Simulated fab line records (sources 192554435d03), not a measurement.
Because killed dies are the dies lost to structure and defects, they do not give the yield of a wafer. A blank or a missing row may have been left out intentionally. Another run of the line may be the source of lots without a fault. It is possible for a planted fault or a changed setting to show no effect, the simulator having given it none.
Chamber matching / flow n5_finfet / uv_cure-03 running N5_BEOL_M10_CURE_72: 3 sister chambers
The step cures SiCOH lowk, time 120 s. 3 wafers are shown with their chamber, then 9 later ones without.

== WAFERS PAIRED WITH THEIR CHAMBERS ==
wafer=L081.6 chamber=2 wafer_temp_C_max=371.7
wafer=L078.5 chamber=0 wafer_temp_C_max=371.7
wafer=L086.4 chamber=1 wafer_temp_C_max=373.0

== WAFERS WITHOUT THEIR CHAMBER ==
wafer=L091.1 wafer_temp_C_max=372.0
wafer=L091.2 wafer_temp_C_max=372.7
wafer=L091.6 wafer_temp_C_max=373.5
wafer=L090.1 wafer_temp_C_max=371.6
wafer=L090.3 wafer_temp_C_max=371.3
wafer=L090.4 wafer_temp_C_max=370.6
wafer=L095.1 wafer_temp_C_max=371.6
wafer=L095.2 wafer_temp_C_max=371.9
wafer=L095.6 wafer_temp_C_max=371.9

== CHAMBER TAKEN BY EACH ==
wafer=L091.1; from the rows above=can't be placed: 0 or 2 or 1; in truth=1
wafer=L091.2; from the rows above=can't be placed: 1 or 0 or 2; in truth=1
wafer=L091.6; from the rows above=1; in truth=1
wafer=L090.1; from the rows above=can't be placed: 0 or 2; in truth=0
wafer=L090.3; from the rows above=can't be placed: 0 or 2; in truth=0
wafer=L090.4; from the rows above=can't be placed: 0 or 2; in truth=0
wafer=L095.1; from the rows above=can't be placed: 0 or 2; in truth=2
wafer=L095.2; from the rows above=can't be placed: 0 or 2 or 1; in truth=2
wafer=L095.6; from the rows above=can't be placed: 0 or 2 or 1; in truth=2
1 of 9 placed correctly. From these rows, 8 cannot be placed; in 8 the true chamber is one of the candidates. Number placed wrongly: 0.
How it was worked out, from the rows above alone: a wafer's distance from a chamber is the root of the sum, over the readings, of the square of ((its reading less the chamber's mean) divided by the reading's scatter). The wafer belongs to the nearest chamber; if the next one is less than 2 further off, it can't be placed. The mean given for a chamber averages the wafers shown for that chamber. The scatter (one wafer shown for each chamber): square how far every hidden wafer sits from the nearest shown wafer, average those squares and take the square root.
